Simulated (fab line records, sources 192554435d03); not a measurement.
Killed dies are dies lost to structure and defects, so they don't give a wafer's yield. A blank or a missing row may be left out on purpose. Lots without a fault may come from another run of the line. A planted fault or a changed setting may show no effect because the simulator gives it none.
Which tool did it? | flow n5_finfet | 24 lots, 72 wafers sampled, at 6 steps of a route of 1938

WHAT THE GAUGES READ, wafer by wafer
N5_BEOL_M0_SAQP_CD_MEAS_25: target cd 13.1 nm. Usual: cd_nm 12.81 nm, standard deviation 0.27.
lot  | measured     | on        | cd_nm (nm)        | flag
L074 | day 5 19:11  | cd_sem-02 | 12.78 12.72 12.79 |
L075 | day 6 00:53  | cd_sem-01 | 13.33 12.75 12.98 |
L076 | day 6 12:59  | cd_sem-02 | 13.20 12.63 12.98 |
L078 | day 6 15:16  | cd_sem-01 | 12.71 12.67 12.93 |
L077 | day 6 20:36  | cd_sem-01 | 12.57 12.53 12.55 |
L079 | day 6 21:05  | cd_sem-01 | 12.77 12.74 13.02 |
L080 | day 7 01:55  | cd_sem-02 | 12.67 13.10 12.84 |
L081 | day 7 03:41  | cd_sem-01 | 12.54 13.25 12.55 |
L082 | day 7 15:38  | cd_sem-01 | 12.89 12.94 12.51 |
L083 | day 7 19:26  | cd_sem-01 | 13.05 13.00 12.55 |
L084 | day 8 07:22  | cd_sem-01 | 12.99 12.52 13.05 |
L085 | day 8 15:44  | cd_sem-01 | 12.97 12.67 13.36 |
L086 | day 8 17:33  | cd_sem-01 | 12.81 13.43 13.34 |
L087 | day 9 01:22  | cd_sem-02 | 13.10 12.92 12.62 |
L088 | day 9 03:27  | cd_sem-01 | 12.93 13.08 12.33 |
L089 | day 9 09:32  | cd_sem-01 | 12.99 12.22 12.65 |
L090 | day 9 13:07  | cd_sem-01 | 12.75 12.78 12.47 |
L091 | day 9 18:47  | cd_sem-01 | 12.65 12.84 12.92 |
L092 | day 10 05:04 | cd_sem-02 | 12.96 12.44 12.36 |
L093 | day 10 10:10 | cd_sem-02 | 13.02 13.18 12.75 |
L094 | day 10 17:40 | cd_sem-01 | 13.00 12.48 12.71 |
L095 | day 10 22:32 | cd_sem-02 | 12.84 12.81 12.88 |
L096 | day 11 01:19 | cd_sem-02 | 12.92 12.82 12.93 |
L097 | day 11 09:26 | cd_sem-02 | 12.53 13.25 12.57 |

N5_BEOL_M0_SAQP_CD_MEAS_29: target cd 14.4 nm. Usual: cd_nm 15.05 nm, standard deviation 0.25.
lot  | measured     | on        | cd_nm (nm)        | flag
L074 | day 5 20:57  | cd_sem-01 | 15.21 15.16 15.23 |
L075 | day 6 02:42  | cd_sem-02 | 14.90 15.11 15.08 |
L076 | day 6 15:02  | cd_sem-02 | 14.76 14.92 14.78 |
L078 | day 6 17:13  | cd_sem-02 | 15.38 15.42 15.33 |
L077 | day 6 22:27  | cd_sem-02 | 15.08 14.81 15.44 |
L079 | day 6 23:03  | cd_sem-02 | 14.77 15.20 15.09 |
L080 | day 7 03:41  | cd_sem-02 | 15.06 15.01 15.37 |
L081 | day 7 06:08  | cd_sem-02 | 15.29 15.37 15.30 |
L082 | day 7 17:23  | cd_sem-02 | 15.21 14.90 14.61 |
L083 | day 7 21:17  | cd_sem-02 | 15.04 14.96 15.03 |
L084 | day 8 09:07  | cd_sem-01 | 15.00 14.62 15.12 |
L085 | day 8 18:14  | cd_sem-01 | 15.30 14.39 15.08 |
L086 | day 8 19:37  | cd_sem-02 | 14.47 14.84 15.18 |
L087 | day 9 03:23  | cd_sem-02 | 14.98 15.07 15.09 |
L088 | day 9 06:48  | cd_sem-01 | 14.91 14.82 14.57 |
L089 | day 9 12:40  | cd_sem-01 | 15.46 15.48 15.12 |
L090 | day 9 15:19  | cd_sem-01 | 14.96 15.12 15.15 |
L091 | day 9 20:47  | cd_sem-01 | 14.89 14.70 15.08 |
L092 | day 10 06:49 | cd_sem-01 | 15.06 15.36 15.36 |
L093 | day 10 11:58 | cd_sem-02 | 15.54 14.82 15.63 |
L094 | day 10 20:01 | cd_sem-02 | 15.29 14.65 14.68 |
L095 | day 11 00:29 | cd_sem-02 | 15.14 15.46 15.16 |
L096 | day 11 03:08 | cd_sem-02 | 15.39 15.21 15.53 |
L097 | day 11 11:14 | cd_sem-02 | 14.84 15.00 14.77 |

WHICH TOOL RAN EACH LOT (tool, then ch and the chambers of the sampled wafers, then the start)
lot  | N5_MOL_CONTACT_COAG_ETCHBACK_132   | N5_BEOL_M0_SAQP_HM_DEP_02    | N5_BEOL_M0_SAQP_MANDREL1_REMOVE_100 | N5_BEOL_M0_SAQP_ETCH_106
L074 | rie_diel-06 ch 2,3, day 5 08:33    | pvd_sputter-02, day 5 16:25  | rie_si-04 ch 2,3, day 5 19:05       | rie_diel-01 ch 1,3, day 5 19:54
L075 | rie_diel-05 ch 0,2,3, day 5 12:04  | pvd_sputter-01, day 5 22:25  | rie_si-04 ch 1,2, day 6 00:47       | rie_diel-01 ch 0,1,3, day 6 01:36
L076 | rie_diel-05 ch 0,2,3, day 6 02:55  | pvd_sputter-01, day 6 10:35  | rie_si-04 ch 0,1,2, day 6 12:52     | rie_diel-01 ch 0,1,2, day 6 13:47
L078 | rie_diel-05 ch 1,2, day 6 06:47    | pvd_sputter-02, day 6 12:53  | rie_si-04 ch 0,1,3, day 6 15:11     | rie_diel-01 ch 0,1,2, day 6 16:00
L077 | rie_diel-05 ch 1,2,3, day 6 07:23  | pvd_sputter-02, day 6 18:14  | rie_si-05 ch 0,2,3, day 6 20:29     | rie_diel-03 ch 0,1,2, day 6 21:24
L079 | rie_diel-06 ch 0,1,2, day 6 10:13  | pvd_sputter-02, day 6 18:45  | rie_si-04 ch 0,3, day 6 20:59       | rie_diel-03 ch 0,1,2, day 6 22:00
L080 | rie_diel-06 ch 0,2,3, day 6 13:50  | pvd_sputter-03, day 6 22:26  | rie_si-05 ch 2,3, day 7 01:49       | rie_diel-03 ch 0,1, day 7 02:38
L081 | rie_diel-05 ch 0,1,3, day 6 17:10  | pvd_sputter-03, day 7 01:13  | rie_si-05 ch 0,1,2, day 7 03:34     | rie_diel-03 ch 0,1,2, day 7 04:28
L082 | rie_diel-06 ch 1,3, day 7 02:13    | pvd_sputter-02, day 7 12:08  | rie_si-06 ch 0,1,2, day 7 15:31     | rie_diel-01 ch 1,2, day 7 16:20
L083 | rie_diel-06 ch 0,3, day 7 09:44    | pvd_sputter-02, day 7 16:43  | rie_si-05 ch 1,2, day 7 19:20       | rie_diel-03 ch 0,2,3, day 7 20:08
L084 | rie_diel-05 ch 1,3, day 7 20:14    | pvd_sputter-01, day 8 04:53  | rie_si-06 ch 1,2,3, day 8 07:15     | rie_diel-01 ch 1,3, day 8 08:04
L085 | rie_diel-05 ch 0,2,3, day 8 05:56  | pvd_sputter-03, day 8 12:52  | rie_si-04 ch 1,2, day 8 15:38       | rie_diel-04 ch 2,3, day 8 16:27
L086 | rie_diel-02 ch 0,1,3, day 8 06:08  | pvd_sputter-02, day 8 15:13  | rie_si-06 ch 0,2,3, day 8 17:26     | rie_diel-03 ch 0,1,3, day 8 18:16
L087 | rie_diel-02 ch 0,1,2, day 8 15:29  | pvd_sputter-03, day 8 22:42  | rie_si-04 ch 0,1,2, day 9 01:16     | rie_diel-04 ch 0,1,3, day 9 02:20
L088 | rie_diel-05 ch 0,1,2, day 8 17:31  | pvd_sputter-02, day 9 01:07  | rie_si-05 ch 0,1,3, day 9 03:20     | rie_diel-04 ch 0,1,2, day 9 04:10
L089 | rie_diel-06 ch 1,3, day 8 22:50    | pvd_sputter-02, day 9 05:48  | rie_si-05 ch 0,1, day 9 09:26       | rie_diel-03 ch 2,3, day 9 10:19
L090 | rie_diel-02 ch 0,1, day 9 01:03    | pvd_sputter-03, day 9 09:04  | rie_si-06 ch 0,1,3, day 9 13:01     | rie_diel-04 ch 0,1,2, day 9 13:50
L091 | rie_diel-06 ch 0,1,2, day 9 06:41  | pvd_sputter-03, day 9 16:25  | rie_si-05 ch 1,2,3, day 9 18:40     | rie_diel-04 ch 0,1,3, day 9 19:35
L092 | rie_diel-02 ch 0,1,2, day 9 16:43  | pvd_sputter-01, day 10 02:28 | rie_si-05 ch 0,3, day 10 04:57      | rie_diel-04 ch 0,2, day 10 05:46
L093 | rie_diel-02 ch 0,1,2, day 10 00:46 | pvd_sputter-03, day 10 07:32 | rie_si-05 ch 1,2,3, day 10 10:04    | rie_diel-01 ch 2,3, day 10 10:55
L094 | rie_diel-02 ch 0,3, day 10 08:21   | pvd_sputter-03, day 10 14:51 | rie_si-05 ch 0,2,3, day 10 17:34    | rie_diel-03 ch 0,2, day 10 18:46
L095 | rie_diel-06 ch 1,2,3, day 10 10:35 | pvd_sputter-01, day 10 18:18 | rie_si-04 ch 1,2,3, day 10 22:25    | rie_diel-04 ch 0,2,3, day 10 23:23
L096 | rie_diel-02 ch 1,3, day 10 14:19   | pvd_sputter-01, day 10 21:49 | rie_si-06 ch 0,2, day 11 01:12      | rie_diel-04 ch 0,2, day 11 02:05
L097 | rie_diel-06 ch 1,2,3, day 10 22:28 | pvd_sputter-02, day 11 05:59 | rie_si-04 ch 0,2,3, day 11 09:20    | rie_diel-01 ch 1,2, day 11 10:09
- N5_MOL_CONTACT_COAG_ETCHBACK_132: etches SiO2 in CHF3, target depth 10 nm, time 6.7 s.
- N5_BEOL_M0_SAQP_HM_DEP_02: deposits TiN, target thk 12 nm.
- N5_BEOL_M0_SAQP_MANDREL1_REMOVE_100: chemistry HBr/Cl2/O2, target a-Si, stops on SiNx, bt time 10 s.
- N5_BEOL_M0_SAQP_ETCH_106: etches SOC in N2/H2, stops on SiNx, target depth 150 nm.

WHAT THE TOOLS THEMSELVES READ (means of the sampled wafers that have a number; where no wafer has one, the mark that the record gives instead)
N5_MOL_CONTACT_COAG_ETCHBACK_132. Usual: drypump_motor_current_A 5.6 A, standard deviation 0.53; oes_product_au 0.78 a.u., standard deviation 0.083; rf_fwd_power_W 604.0 W, standard deviation 2.2; rf_vpp_V 518 V, standard deviation 13; showerhead_plenum_p_Torr 2.40 Torr, standard deviation 0.053; throttle_valve_pct 18.69 %, standard deviation 0.29.
lot  | tool        | drypump_motor_current_A (A) | oes_product_au (a.u.) | rf_fwd_power_W (W) | rf_vpp_V (V) | showerhead_plenum_p_Torr (Torr) | throttle_valve_pct (%) | flag
L074 | rie_diel-06 | 5.2                         | 0.78                  | 606.0              | 532          | 2.39                            | 18.60                  |
L075 | rie_diel-05 | 5.9                         | 0.80                  | 602.1              | 509          | 2.37                            | 18.61                  |
L076 | rie_diel-05 | 5.9                         | 0.80                  | 604.2              | 509          | 2.36                            | 18.62                  |
L078 | rie_diel-05 | 5.6                         | 0.81                  | 606.0              | 502          | 2.36                            | 18.56                  |
L077 | rie_diel-05 | 5.5                         | 0.76                  | 604.5              | 513          | 2.40                            | 18.61                  |
L079 | rie_diel-06 | 5.7                         | 0.76                  | 603.4              | 520          | 2.44                            | 18.66                  |
L080 | rie_diel-06 | 5.2                         | 0.78                  | 605.2              | 523          | 2.41                            | 18.66                  |
L081 | rie_diel-05 | 5.6                         | 0.74                  | 602.6              | 515          | 2.38                            | 18.66                  |
L082 | rie_diel-06 | 5.4                         | 0.88                  | 604.8              | 531          | 2.36                            | 18.20                  |
L083 | rie_diel-06 | 5.1                         | 0.79                  | 603.0              | 514          | 2.42                            | 18.70                  |
L084 | rie_diel-05 | 5.4                         | 0.70                  | 603.2              | 524          | 2.42                            | 18.69                  |
L085 | rie_diel-05 | 5.9                         | 0.77                  | 602.9              | 509          | 2.36                            | 18.64                  |
L086 | rie_diel-02 | 5.7                         | 0.71                  | 604.5              | 519          | 2.42                            | 19.04                  |
L087 | rie_diel-02 | 5.7                         | 0.72                  | 604.4              | 525          | 2.43                            | 18.99                  |
L088 | rie_diel-05 | 5.7                         | 0.77                  | 604.4              | 504          | 2.35                            | 18.64                  |
L089 | rie_diel-06 | 5.4                         | 0.86                  | 603.4              | 529          | 2.36                            | 18.23                  |
L090 | rie_diel-02 | 5.9                         | 0.74                  | 604.9              | 526          | 2.40                            | 19.02                  |
L091 | rie_diel-06 | 5.7                         | 0.84                  | 604.7              | 519          | 2.43                            | 18.61                  |
L092 | rie_diel-02 | 5.7                         | 0.72                  | 603.2              | 526          | 2.43                            | 19.02                  |
L093 | rie_diel-02 | 5.7                         | 0.72                  | 602.7              | 526          | 2.43                            | 19.01                  |
L094 | rie_diel-02 | 5.9                         | 0.76                  | 604.7              | 524          | 2.44                            | 19.05                  |
L095 | rie_diel-06 | 5.6                         | 0.88                  | 605.7              | 528          | 2.38                            | 18.36                  |
L096 | rie_diel-02 | 5.6                         | 0.81                  | 601.1              | 514          | 2.39                            | 18.92                  |
L097 | rie_diel-06 | 5.5                         | 0.86                  | 605.5              | 529          | 2.38                            | 18.37                  |

N5_BEOL_M0_SAQP_HM_DEP_02. Usual: chamber_pressure_pa 0.4999 Pa, standard deviation 0.0011; throttle_valve_pct 30.2 %, standard deviation 0.73.
lot  | tool           | chamber_pressure_pa (Pa) | throttle_valve_pct (%) | flag
L074 | pvd_sputter-02 | 0.4990                   | 30.6                   |
L075 | pvd_sputter-01 | 0.5012                   | 30.7                   |
L076 | pvd_sputter-01 | 0.5006                   | 30.0                   |
L078 | pvd_sputter-02 | 0.5003                   | 30.4                   |
L077 | pvd_sputter-02 | 0.4984                   | 31.0                   |
L079 | pvd_sputter-02 | 0.5003                   | 30.4                   |
L080 | pvd_sputter-03 | 0.5005                   | 29.8                   |
L081 | pvd_sputter-03 | 0.5001                   | 29.6                   |
L082 | pvd_sputter-02 | 0.4992                   | 30.4                   |
L083 | pvd_sputter-02 | 0.4997                   | 30.7                   |
L084 | pvd_sputter-01 | 0.4994                   | 30.4                   |
L085 | pvd_sputter-03 | 0.4996                   | 30.1                   |
L086 | pvd_sputter-02 | 0.5002                   | 30.7                   |
L087 | pvd_sputter-03 | 0.4997                   | 29.7                   |
L088 | pvd_sputter-02 | 0.4999                   | 30.1                   |
L089 | pvd_sputter-02 | 0.4996                   | 30.3                   |
L090 | pvd_sputter-03 | 0.4998                   | 29.8                   |
L091 | pvd_sputter-03 | 0.4998                   | 29.7                   |
L092 | pvd_sputter-01 | 0.4997                   | 30.5                   |
L093 | pvd_sputter-03 | 0.4999                   | 29.7                   |
L094 | pvd_sputter-03 | 0.5006                   | 29.7                   |
L095 | pvd_sputter-01 | 0.5002                   | 30.7                   |
L096 | pvd_sputter-01 | 0.4998                   | 29.4                   |
L097 | pvd_sputter-02 | 0.4995                   | 30.7                   |

N5_BEOL_M0_SAQP_MANDREL1_REMOVE_100. Usual: drypump_motor_current_A 5.6 A, standard deviation 0.49; he_backside_leak_sccm 2.71 sccm, standard deviation 0.2; oes_o_777_au 0.99 a.u., standard deviation 0.072; oes_product_au 1.004 a.u., standard deviation 0.014; rf_fwd_power_W 596.7 W, standard deviation 2; throttle_valve_pct 36.5 %, standard deviation 0.34.
lot  | tool      | drypump_motor_current_A (A) | he_backside_leak_sccm (sccm) | oes_o_777_au (a.u.) | oes_product_au (a.u.) | rf_fwd_power_W (W) | throttle_valve_pct (%) | flag
L074 | rie_si-04 | 5.5                         | 2.61                         | 1.03                | 1.018                 | 598.4              | 36.2                   |
L075 | rie_si-04 | 5.1                         | 2.83                         | 1.07                | 1.008                 | 597.9              | 36.5                   |
L076 | rie_si-04 | 5.3                         | 2.77                         | 1.01                | 1.011                 | 595.4              | 36.6                   |
L078 | rie_si-04 | 5.5                         | 2.79                         | 0.94                | 1.003                 | 599.4              | 36.5                   |
L077 | rie_si-05 | 5.6                         | 2.90                         | 0.99                | 0.995                 | 596.6              | 36.4                   |
L079 | rie_si-04 | 5.7                         | 2.63                         | 0.97                | 1.014                 | 596.2              | 36.3                   |
L080 | rie_si-05 | 5.5                         | 2.70                         | 1.03                | 1.000                 | 598.9              | 36.0                   |
L081 | rie_si-05 | 5.3                         | 2.69                         | 1.01                | 1.007                 | 596.3              | 36.4                   |
L082 | rie_si-06 | 6.3                         | 2.50                         | 0.94                | 1.007                 | 598.4              | 36.6                   |
L083 | rie_si-05 | 5.1                         | 2.68                         | 1.05                | 1.007                 | 597.1              | 36.0                   |
L084 | rie_si-06 | 6.2                         | 2.53                         | 1.01                | 1.001                 | 596.5              | 36.6                   |
L085 | rie_si-04 | 5.1                         | 2.85                         | 0.97                | 0.986                 | 598.8              | 36.9                   |
L086 | rie_si-06 | 5.9                         | 2.45                         | 0.98                | 1.001                 | 595.9              | 36.5                   |
L087 | rie_si-04 | 5.3                         | 2.69                         | 0.99                | 0.992                 | 595.6              | 36.8                   |
L088 | rie_si-05 | 5.7                         | 2.84                         | 0.96                | 1.001                 | 597.3              | 36.6                   |
L089 | rie_si-05 | 5.4                         | 2.63                         | 0.98                | 1.001                 | 595.4              | 36.7                   |
L090 | rie_si-06 | 5.9                         | 2.66                         | 0.99                | 1.011                 | 596.9              | 36.8                   |
L091 | rie_si-05 | 5.5                         | 2.68                         | 1.00                | 1.009                 | 597.2              | 36.2                   |
L092 | rie_si-05 | 5.8                         | 3.06                         | 0.96                | 1.003                 | 595.8              | 36.8                   |
L093 | rie_si-05 | 5.5                         | 2.82                         | 0.99                | 1.004                 | 597.3              | 36.2                   |
L094 | rie_si-05 | 5.6                         | 2.87                         | 1.00                | 1.004                 | 597.4              | 36.4                   |
L095 | rie_si-04 | 5.3                         | 2.70                         | 0.99                | 0.993                 | 596.2              | 36.7                   |
L096 | rie_si-06 | 6.1                         | 2.48                         | 0.92                | 1.017                 | 594.4              | 36.6                   |
L097 | rie_si-04 | 5.4                         | 2.62                         | 1.02                | 1.003                 | 596.5              | 36.6                   |

N5_BEOL_M0_SAQP_ETCH_106. Usual: drypump_motor_current_A 5.5 A, standard deviation 0.5; oes_product_au 0.80 a.u., standard deviation 0.095; rf_fwd_power_W 843 W, standard deviation 3.4; rf_vpp_V 240.3 V, standard deviation 1.4; showerhead_plenum_p_Torr 2.52 Torr, standard deviation 0.08; throttle_valve_pct 17.83 %, standard deviation 0.29.
lot  | tool        | drypump_motor_current_A (A) | oes_product_au (a.u.) | rf_fwd_power_W (W) | rf_vpp_V (V) | showerhead_plenum_p_Torr (Torr) | throttle_valve_pct (%) | flag
L074 | rie_diel-01 | 5.3                         | 0.73                  | 843                | 240.1        | 2.48                            | 17.93                  |
L075 | rie_diel-01 | 5.3                         | 0.70                  | 844                | 239.6        | 2.47                            | 17.94                  |
L076 | rie_diel-01 | 5.3                         | 0.79                  | 847                | 239.2        | 2.43                            | 17.90                  |
L078 | rie_diel-01 | 5.3                         | 0.79                  | 841                | 239.2        | 2.43                            | 17.90                  |
L077 | rie_diel-03 | 5.2                         | 0.83                  | 844                | 241.4        | 2.59                            | 17.72                  |
L079 | rie_diel-03 | 5.2                         | 0.83                  | 842                | 241.6        | 2.59                            | 17.72                  |
L080 | rie_diel-03 | 5.2                         | 0.87                  | 845                | 241.5        | 2.62                            | 17.55                  |
L081 | rie_diel-03 | 5.2                         | 0.83                  | 842                | 241.7        | 2.59                            | 17.71                  |
L082 | rie_diel-01 | 5.4                         | 0.86                  | 844                | 239.2        | 2.45                            | 17.70                  |
L083 | rie_diel-03 | 5.4                         | 0.86                  | 843                | 241.4        | 2.57                            | 17.63                  |
L084 | rie_diel-01 | 5.3                         | 0.80                  | 840                | 240.5        | 2.47                            | 17.81                  |
L085 | rie_diel-04 | 5.8                         | 0.73                  | 841                | 239.4        | 2.52                            | 18.13                  |
L086 | rie_diel-03 | 5.6                         | 0.82                  | 846                | 241.3        | 2.56                            | 17.74                  |
L087 | rie_diel-04 | 5.8                         | 0.81                  | 842                | 240.9        | 2.56                            | 17.93                  |
L088 | rie_diel-04 | 5.2                         | 0.80                  | 842                | 239.8        | 2.52                            | 17.86                  |
L089 | rie_diel-03 | 5.8                         | 0.81                  | 841                | 240.3        | 2.51                            | 17.81                  |
L090 | rie_diel-04 | 5.2                         | 0.79                  | 847                | 240.4        | 2.52                            | 17.86                  |
L091 | rie_diel-04 | 5.8                         | 0.81                  | 841                | 241.0        | 2.56                            | 17.93                  |
L092 | rie_diel-04 | 4.9                         | 0.75                  | 842                | 239.6        | 2.48                            | 17.96                  |
L093 | rie_diel-01 | 5.6                         | 0.90                  | 844                | 239.6        | 2.54                            | 17.34                  |
L094 | rie_diel-03 | 5.1                         | 0.83                  | 842                | 240.7        | 2.59                            | 17.67                  |
L095 | rie_diel-04 | 5.5                         | 0.76                  | 839                | 239.5        | 2.52                            | 18.03                  |
L096 | rie_diel-04 | 4.9                         | 0.75                  | 842                | 240.0        | 2.48                            | 17.97                  |
L097 | rie_diel-01 | 5.2                         | 0.76                  | 841                | 239.6        | 2.43                            | 17.96                  |

THE ANSWER, worked out from the rows above alone
Rule: a lot is off if the mean of its wafers that have a number lies more than 3 standard deviations from the usual mean. A lot without any number at a reading at which 4 lots or more have one is off too. The other lots that the step has rows for count as sound. The gauges are gone through in route order, then the tools' own readings, and for those a lot's mean is taken as printed above. The first step at which some lot is off is used, and at that step the reading that is off furthest; a lot without a number counts as furthest.
No lot is off at any reading shown: from this, nothing can be told.

WHAT THE SIMULATOR HAD PUT IN
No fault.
